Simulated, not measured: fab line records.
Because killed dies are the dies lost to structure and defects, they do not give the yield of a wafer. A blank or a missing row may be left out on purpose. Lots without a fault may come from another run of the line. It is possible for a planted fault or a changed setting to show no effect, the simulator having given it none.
Which tool is to blame? + flow n5 finfet + 33 wafers from 11 lots sampled at 6 of the route's 1938 steps

WHAT EACH GAUGE READ, for each wafer
N5_BEOL_M15_INSPECT_30: inspects for defects (macro).
| lot  | measured     | on                | raw defect count |
|------|--------------|-------------------|------------------|
| L077 | day 12 12:23 | defect inspect-01 | 2 0 2            |
| L080 | day 13 07:50 | defect inspect-01 | 2 1 3            |
| L082 | day 13 16:09 | defect inspect-01 | 2 1 5            |
| L081 | day 13 20:28 | defect inspect-02 | 1 2 1            |
| L085 | day 14 19:50 | defect inspect-01 | 5 5 1            |
| L086 | day 14 23:43 | defect inspect-02 | 2 0 2            |
| L090 | day 16 01:37 | defect inspect-02 | 3 3 0            |
| L091 | day 16 03:17 | defect inspect-01 | 2 3 2            |
| L093 | day 16 21:18 | defect inspect-01 | 2 4 3            |
| L096 | day 17 02:27 | defect inspect-01 | 4 4 4            |
| L097 | day 17 10:46 | defect inspect-02 | 2 3 1            |

EACH LOT AND THE TOOL THAT RAN IT (in order: tool; ch and the chambers of the sampled wafers; start)
| lot  | N5_BEOL_M14_DESCUM_15              | N5_BEOL_M14_TRENCH_ETCH_34         | N5_BEOL_M14_SPUTTER_44       | N5_BEOL_M15_ILD_DEP_00          | N5_BEOL_M15_DESCUM_15              |
|------|------------------------------------|------------------------------------|------------------------------|---------------------------------|------------------------------------|
| L077 | rie diel-01 ch 0,2,3, day 12 06:56 | rie diel-03 ch 1,2,3, day 12 08:22 | pvd sputter-02, day 12 09:01 | pecvd-04 ch 0,1,2, day 12 10:11 | rie diel-02 ch 0,1,3, day 12 10:58 |
| L080 | rie diel-01 ch 0,1,2, day 12 23:46 | rie diel-01 ch 0,2, day 13 01:16   | pvd sputter-01, day 13 04:28 | pecvd-04 ch 0,1,2, day 13 05:38 | rie diel-05 ch 2,3, day 13 06:23   |
| L082 | rie diel-01 ch 1,2,3, day 13 05:49 | rie diel-03 ch 0,1,3, day 13 07:19 | pvd sputter-03, day 13 12:22 | pecvd-04 ch 0,2, day 13 13:34   | rie diel-05 ch 0,1,3, day 13 14:41 |
| L081 | rie diel-04 ch 1,3, day 13 14:42   | rie diel-01 ch 1,2,3, day 13 16:01 | pvd sputter-03, day 13 17:01 | pecvd-03 ch 0,1, day 13 18:11   | rie diel-05 ch 1,2,3, day 13 18:49 |
| L085 | rie diel-04 ch 1,2,3, day 14 12:31 | rie diel-03 ch 1,2, day 14 13:50   | pvd sputter-03, day 14 16:08 | pecvd-02 ch 1,2, day 14 17:26   | rie diel-06 ch 0,1,2, day 14 18:17 |
| L086 | rie diel-01 ch 1,2, day 14 17:40   | rie diel-01 ch 0,3, day 14 19:12   | pvd sputter-03, day 14 20:13 | pecvd-04 ch 0,1,2, day 14 21:23 | rie diel-02 ch 0,1,3, day 14 22:10 |
| L090 | rie diel-04 ch 0,1,3, day 15 13:26 | rie diel-04 ch 1,3, day 15 15:09   | pvd sputter-01, day 15 22:08 | pecvd-03 ch 1,2, day 15 23:23   | rie diel-02 ch 0,2, day 16 00:02   |
| L091 | rie diel-03 ch 0,1,2, day 15 15:11 | rie diel-03 ch 1,2, day 15 16:30   | pvd sputter-02, day 15 22:35 | pecvd-03 ch 0,2, day 16 00:32   | rie diel-05 ch 1,3, day 16 01:52   |
| L093 | rie diel-03 ch 2,3, day 16 13:48   | rie diel-04 ch 0,2, day 16 15:25   | pvd sputter-01, day 16 17:33 | pecvd-02 ch 0,2, day 16 19:07   | rie diel-05 ch 2,3, day 16 19:52   |
| L096 | rie diel-04 ch 0,3, day 16 19:32   | rie diel-01 ch 0,1, day 16 22:09   | pvd sputter-01, day 16 23:10 | pecvd-03 ch 0,1, day 17 00:20   | rie diel-05 ch 1,2,3, day 17 00:59 |
| L097 | rie diel-04 ch 0,1,3, day 17 01:32 | rie diel-04 ch 1,2,3, day 17 05:05 | pvd sputter-02, day 17 07:24 | pecvd-03 ch 0,1,2, day 17 08:34 | rie diel-05 ch 0,2,3, day 17 09:13 |
- N5_BEOL_M14_DESCUM_15: chemistry O2, time 7.9 s.
- N5_BEOL_M14_TRENCH_ETCH_34: etches SiO2 in C4F8/O2/Ar, target depth 556.65 nm, time 126.9 s.
- N5_BEOL_M14_SPUTTER_44: material Ta, target thk 15 nm, time 24.19 s.
- N5_BEOL_M15_ILD_DEP_00: deposits SiO2 from TEOS/O2, target thk 1629.3 nm, time 346.1 s.
- N5_BEOL_M15_DESCUM_15: chemistry O2, time 7.9 s.

THE ANSWER, worked out from the rows above alone
Rule: usual is defined by the lots themselves. Put in order of their means at a reading, lots are off if they are a third of the lots or fewer, leave a main group of 4 or more, and stand apart from it by a gap of 3 or more times the standard deviation of the main group's means; of several such gaps the widest counts. A main group whose means are all the same, to the digits that the tables above print for the reading, isn't used. A lot without any number at a reading at which 4 lots or more have one is off too. All remaining lots with rows at the step are treated as sound.
No lot is off at any reading shown: from this, nothing can be told.

WHAT HAD BEEN PUT IN BY THE SIMULATOR
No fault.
